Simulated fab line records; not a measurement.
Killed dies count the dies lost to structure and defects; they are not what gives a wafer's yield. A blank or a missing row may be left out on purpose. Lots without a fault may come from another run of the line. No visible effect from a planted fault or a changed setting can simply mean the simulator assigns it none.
fab line records | flow nand-harc
[record] lots = 6 wafers = 18 last-day = 25
route steps=1159 shown A_STAIRCASE@701 END@1159
lots untouched by any fault: they come from a run of this same line in which no faults occurred
start-h: hours from the record's first day to the start of the lot's first wafer shown | wait-h: hours since the lot's step before | " identical to the entry in the row above | L1.1+2: one row covering several wafers at once | - no value, or no start given | * or withheld: withheld | < > ~ a bound
route shown NAME@n: NAME is a module with steps in the file, n the number in the route of the first one | usual: the fault-free wafers' mean and standard deviation | same: alike in all rows | chamber/n: place in a boat | sites: the reading at each site | _std_site: the values' standard deviation | _edge_site: the outer-site mean with the inner-site mean subtracted | radius-mm: for every site, how far away it sits from the centre of the wafer | mask NAME#n: copy n | behind: the most recent tool/chamber to have shaped the wafer | hold: the reason the lot was held/the length of the hold in hours/how it ended | device: the n, p or np transistor that did not switch | end of line: tests of these same wafers at the route's end | for a step that has no rows: nothing shown but its recipe | killed: dies that structure and defects cost at the first sort, which is not the same as the wafer's yield | map: shows each die of a wafer: x if killed, . if not, _ if none is there
set.NAME: the setting that was run; set.NAME@STEP: the one run at that earlier step | model.NAME: the simulator's own value behind a step, which no gauge read
certain route steps with their lots: each step a table, each wafer a row
services: the hour from which a tool's chamber was out of use, counted from the record's first day as start-h (under 0 if before that day), plus the number of hours and why
[[steps]]
[step NHARC_A_STAIRCASE_DEP_417]
[recipe] target-thk-a = 600 step-coverage-pct = 20 temp-c = 400 target-thk-nm = 60 flow-sccm = 200 rf-w = 450 material = Si3N4
[usual] heater-power-w = 670/75
// columns lot.wafer tool chamber start-h wait-h heater-power-w since-wet-clean-h
L994.1 pecvd-03 0 275.04 - 719 151
L994.2 " 1 " " 689 151
L994.6 " 0 " " 573 -
L998.1 pecvd-04 2 304.27 - 762 96
L998.3 " 1 " " 576 96
L998.6 " 2 " " 780 -
L103.1 pecvd-04 2 321.99 - 777 113
L103.3 " 0 " " 598 114
L103.5 " 2 " " 801 -
L106.3 pecvd-04 1 339.07 - 668 131
L106.1 " 0 " " 728 131
L106.5 " 0 " " 727 -
L112.3 pecvd-03 2 389.04 - 652 84
L112.6 " 1 " " 647 -
L112.4 " 2 " " 646 -
L115.1 pecvd-03 0 412.52 - 760 107
L115.4 " 1 " " 630 -
L115.5 " 0 " " 776 -
[step NHARC_A_STAIRCASE_WET_418]
[recipe] temp-c = 160 target-depth-a = 200 chemistry = H3PO4
[step NHARC_A_STAIRCASE_PRECLEAN_419]
[recipe] time-s = * temp-c = 50 bath-age-min = 0 chemistry = SC1
[step NHARC_A_STAIRCASE_SRD_421]
[step NHARC_A_STAIRCASE_ALD_420]
[recipe] target-thk-a = 200 pulse-time-s = 6 ald-cycles = 200 temp-c = 300 material = SiO2
[usual] heater-power-w = 467/44 precursor-pulse-height-rel = 0.999/0.02
// columns lot.wafer tool chamber start-h wait-h heater-power-w precursor-pulse-height-rel since-wet-clean-h
L994.1 ald-hk-04 3 278.99 - 519 1.033 83
L994.2 " 0 " " 514 1.005 83
L994.6 " 3 " " 517 1.005 -
L998.3 ald-hk-01 1 308.21 - 445 1.011 65
L998.1 " 2 " " 436 0.995 65
L998.6 " 1 " " 448 0.988 -
L103.1 ald-hk-04 3 326.38 - 530 0.999 131
L103.3 " 0 " " 522 1.003 131
L103.5 " 2 " " 503 1.026 -
L106.1 ald-hk-01 3 343.85 - 455 0.976 101
L106.3 " 1 " " 446 1.012 101
L106.5 " 0 " " 470 0.971 -
L112.3 ald-hk-04 1 391.67 - 401 1.056 16
L112.4 " 2 " " 472 0.989 16
L112.6 " 2 " " 466 1.000 -
L115.4 ald-hk-01 1 421.17 - 454 1.012 0
L115.1 " 3 " " 441 1.006 1
L115.5 " 2 " " 430 0.982 -
[step NHARC_A_STAIRCASE_CVD_552]
[recipe] target-thk-a = 400 temp-c = 700 pressure-mtorr = 300 material = SiNx
[step NHARC_A_STAIRCASE_DEP_151]
[recipe] target-thk-a = 38000 temp-c = 400 target-thk-nm = 3800 teos-flow-sccm = 200 rf-w = 500 material = SiO2
[usual] heater-power-w = 603/76 mfc-precursor-sccm = 200.0/0.58
// columns lot.wafer tool chamber start-h wait-h heater-power-w mfc-precursor-sccm since-wet-clean-h
L994.1 pecvd-03 1 288.61 0.4 607 200.6 165
L994.2 " 2 " " 677 199.3 165
L994.6 " 2 " " 540 200.3 -
L998.1 pecvd-02 0 316.28 0.4 775 200.2 150
L998.3 " 1 " " 671 200.7 150
L998.6 " 0 " " 656 199.9 -
L103.1 pecvd-04 2 337.66 0.6 783 199.8 129
L103.3 " 0 " " 687 201.2 129
L103.5 " 2 " " 660 198.9 -
L106.1 pecvd-02 0 354.02 0.7 726 200.2 7
L106.3 " 2 " " 491 200.2 7
L106.5 " 1 " " 606 200.5 -
L112.3 pecvd-03 2 401.45 0.4 588 199.9 96
L112.6 " 2 " " 560 199.4 -
L112.4 " 1 " " 515 198.8 -
L115.1 pecvd-03 2 429.67 0.6 685 201.3 125
L115.4 " 0 " " 623 200.1 -
L115.5 " 1 " " 525 200.0 -
[step NHARC_A_STAIRCASE_ANNEAL_320]
[recipe] temp-c = 750 time-s = 1800
[step NHARC_A_STAIRCASE_DEP_322]
[recipe] target-thk-a = 38000 temp-c = 400 target-thk-nm = 3800 teos-flow-sccm = 200 rf-w = 500 material = SiO2
[usual] heater-power-w = 611/80 mfc-precursor-sccm = 199.9/0.53
// columns lot.wafer tool chamber start-h wait-h heater-power-w mfc-precursor-sccm since-wet-clean-h
L994.1 pecvd-02 1 296.44 0.6 632 199.4 131
L994.2 " 0 " " 783 200.1 131
L994.6 " 1 " " 548 200.4 -
L998.1 pecvd-03 2 323.66 0.1 672 199.9 19
L998.3 " 1 " " 615 199.4 19
L998.6 " 0 " " 606 199.2 -
L103.3 pecvd-04 1 345.88 0.1 643 199.5 137
L103.1 " 2 " " 779 200.3 138
L103.5 " 2 " " 657 200.4 -
L106.3 pecvd-02 0 362.97 0.1 702 200.0 16
L106.1 " 1 " " 699 200.5 16
L106.5 " 0 " " 593 200.7 -
L112.3 pecvd-04 1 408.51 0.1 587 199.8 19
L112.4 " 1 " " 551 200.3 -
L112.6 " 2 " " 613 199.9 -
L115.1 pecvd-04 1 437.05 0.2 630 199.6 47
L115.4 " 1 " " 549 199.7 -
L115.5 " 2 " " 613 199.8 -
[step NHARC_A_STAIRCASE_ANNEAL_323]
[recipe] temp-c = 750 time-s = 1800
[step NHARC_A_STAIRCASE_DEP_325]
[recipe] target-thk-a = 38000 temp-c = 400 target-thk-nm = 3800 teos-flow-sccm = 200 rf-w = 500 material = SiO2
[usual] heater-power-w = 611/75 mfc-precursor-sccm = 200.0/0.6
// columns lot.wafer tool chamber start-h wait-h heater-power-w mfc-precursor-sccm since-wet-clean-h
L994.2 pecvd-04 1 306.78 0.2 550 200.2 98
L994.1 " 2 " " 759 201.1 98
L994.6 " 1 " " 513 199.9 -
L998.3 pecvd-02 1 332.93 0.2 670 199.4 167
L998.1 " 2 " " 554 199.8 167
L998.6 " 1 " " 555 199.7 -
L103.3 pecvd-04 0 352.93 0.1 657 192.4 144
L103.1 " 2 " " 674 191.9 145
L103.5 " 1 " " 519 191.1 -
L106.3 pecvd-04 2 370.73 0.2 759 191.2 162
L106.1 " 0 " " 686 191.4 162
L106.5 " 1 " " 522 192.4 -
L112.3 pecvd-03 2 417.38 0.1 590 200.0 112
L112.4 " 0 " " 616 200.7 -
L112.6 " 1 " " 520 199.6 -
L115.1 pecvd-03 2 444.80 0.1 592 200.5 140
L115.5 " 2 " " 559 200.9 -
L115.4 " 0 " " 611 199.8 -
[step NHARC_A_STAIRCASE_ANNEAL_326]
[recipe] temp-c = 750 time-s = 1800
[step NHARC_END_SORT_01]
[recipe] temp-c = 25
[usual] killed-at-array = 27/11 killed-at-other = 0.6/1 killed-at-periphery = 3.0/2.1 killed-dies = 31/12 killed-open = 3.2/1.7 killed-short = 1.7/1.4
[same] gross-dies = 677
// columns lot.wafer tool chamber start-h wait-h killed-at-array killed-at-other killed-at-periphery killed-dies killed-open killed-short
L994.1 prober-01 0 474.42 2.5 17 0 3 20 4 2
L994.2 prober-01 0 475.23 2.8 11 1 3 15 2 2
L994.6 prober-01 0 478.46 4.0 20 1 10 31 5 5
L103.1 prober-01 0 497.96 2.5 17 0 3 20 2 4
L103.3 prober-01 0 499.57 3.1 11 0 4 15 4 1
L103.5 prober-01 0 501.18 3.7 13 0 5 18 4 0
L106.5 prober-02 0 515.52 3.7 15 0 2 17 5 2
L112.3 prober-02 0 568.15 3.1 26 0 5 31 0 2
L112.4 prober-02 0 568.95 3.4 25 1 3 29 2 3
L112.6 prober-02 0 570.55 4.0 28 0 0 28 1 3
// killed by level:class
L994.1 A_CONTACT:chamber-film-flake=5 A_STAIRCASE:chamber-film-flake=4 A_CHANNEL_HOLE_D1:chamber-film-flake=2 A_SLIT:chamber-film-flake=2 P_M0:geometric-particle:open=1 P_M0:geometric-particle:short=1 A_CHANNEL_FILL_D1:geometric-particle:short=1 A_WL_FILL:geometric-particle:open=1
L994.2 A_CHANNEL_HOLE_D1:chamber-film-flake=4 A_CONTACT:chamber-film-flake=3 P_GATE:geometric-particle:short=1 P_M0:geometric-particle:open=1 A_CONTACT:geometric-particle:short=1 A_M0:geometric-particle:open=1 P_GATE:chamber-film-flake=1 A_ZERO_WELL:chamber-film-flake=1
L994.6 A_CONTACT:chamber-film-flake=8 A_CHANNEL_HOLE_D1:chamber-film-flake=5 P_GATE:chamber-film-flake=4 P_M0:geometric-particle:open=2 A_WL_FILL:geometric-particle:short=2 A_WL_FILL:geometric-particle:open=2 P_M1:chamber-film-flake=2 P_CONTACT:geometric-particle:open=1
L103.1 A_CHANNEL_HOLE_D1:chamber-film-flake=6 A_WL_FILL:chamber-film-flake=4 P_STI:geometric-particle:open=1 A_ONON_D1:geometric-particle:short=1 A_WL_FILL:geometric-particle:short=1 A_CONTACT:geometric-particle:short=1 A_M0:geometric-particle:short=1 A_M0:geometric-particle:open=1
L103.3 A_CHANNEL_HOLE_D1:chamber-film-flake=4 A_CONTACT:chamber-film-flake=3 P_CONTACT:geometric-particle:open=2 A_M0:geometric-particle:open=2 P_CONTACT:geometric-particle:short=1 P_GATE:chamber-film-flake=1 A_ZERO_WELL:chamber-film-flake=1 A_WL_FILL:chamber-film-flake=1
L103.5 A_CHANNEL_HOLE_D1:chamber-film-flake=6 P_ZERO_WELL:chamber-film-flake=3 A_STAIRCASE:chamber-film-flake=2 P_M0:geometric-particle:open=1 P_M2:geometric-particle:open=1 A_CONTACT:geometric-particle:open=1 A_BLC:geometric-particle:open=1 A_CONTACT:chamber-film-flake=1
L106.5 A_CHANNEL_HOLE_D1:chamber-film-flake=5 A_STAIRCASE:chamber-film-flake=2 P_CONTACT:geometric-particle:open=1 A_ONON_D1:geometric-particle:short=1 A_CHANNEL_FILL_D1:geometric-particle:short=1 A_CHANNEL_FILL_D1:geometric-particle:open=1 A_SLIT:geometric-particle:open=1 A_WL_FILL:geometric-particle:open=1
L112.3 A_CHANNEL_HOLE_D1:chamber-film-flake=11 A_STAIRCASE:chamber-film-flake=5 A_WL_FILL:chamber-film-flake=4 P_ZERO_WELL:chamber-film-flake=2 A_CONTACT:chamber-film-flake=2 P_CONTACT:geometric-particle:short=1 A_M0:geometric-particle:short=1 P_STI:chamber-film-flake=1
L112.4 A_CHANNEL_HOLE_D1:chamber-film-flake=11 P_STI:chamber-film-flake=3 A_STAIRCASE:chamber-film-flake=3 A_WL_FILL:chamber-film-flake=3 A_CHANNEL_FILL_D1:geometric-particle:short=2 A_CONTACT:chamber-film-flake=2 A_STAIRCASE:geometric-particle:open=1 A_SGD_CUT:geometric-particle:open=1
L112.6 A_CHANNEL_HOLE_D1:chamber-film-flake=14 A_STAIRCASE:chamber-film-flake=4 A_SLIT:chamber-film-flake=3 A_WL_FILL:chamber-film-flake=2 A_SOURCE_PLATE:geometric-particle:open=1 A_SGD_CUT:geometric-particle:short=1 A_WL_FILL:geometric-particle:short=1 A_CONTACT:geometric-particle:short=1
[[services]]
// columns tool chamber start-h hours kind
pecvd-02 - 261.75 1.0 repair
pecvd-04 - 281.00 1.9 repair
pecvd-04 - 292.02 1.3 repair
pecvd-03 - 292.08 13.0 pm
pecvd-03 0 292.08 13.0 vent-cycle
pecvd-03 1 292.08 13.0 vent-cycle
pecvd-03 2 292.08 13.0 vent-cycle
pecvd-03 0 305.08 - clean
pecvd-03 1 305.08 - clean
pecvd-03 2 305.08 - clean
pecvd-04 1 323.95 2.9 repair
pecvd-04 - 330.57 1.2 repair
pecvd-02 - 334.00 13.0 pm
pecvd-02 0 334.00 13.0 vent-cycle
pecvd-02 1 334.00 13.0 vent-cycle
pecvd-04 - 376.73 13.0 pm
pecvd-04 0 376.73 13.0 vent-cycle
pecvd-04 1 376.73 13.0 vent-cycle
pecvd-04 2 376.73 13.0 vent-cycle
pecvd-04 0 389.73 - clean
pecvd-04 1 389.73 - clean
pecvd-04 2 389.73 - clean
ald-hk-01 - 411.17 10.0 pm
pecvd-04 2 419.84 12.0 repair
[[key]]
[first-sign] step = NHARC_A_STAIRCASE_DEP_325 reading = mfc-precursor-sccm direction = down sigmas = 14 usual = 200.0 struck = 191.7
effect none on later readings
met-at NHARC_A_STAIRCASE_DEP_325
struck-wafers L103.1,L103.3,L103.5,L106.1,L106.3,L106.5
tester-left-out L103,L106
onset-between 306.78 352.93
[fault] kind = process-parameter-drift tool = pecvd-04 chamber = - onset-h = 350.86 steps = NHARC_A_STAIRCASE_DEP_325 channel = teos-flow-sccm offset = * shape = step end-h = 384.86 acts-in = * stated = *
// tester-left-out: of these lots the tester's yield and bins aren't shown, on N5 and GAA mostly nor the transistor test; their killed dies are dies lost to structure and defects alone, not to doping, threshold or leakage, so they don't give the yield
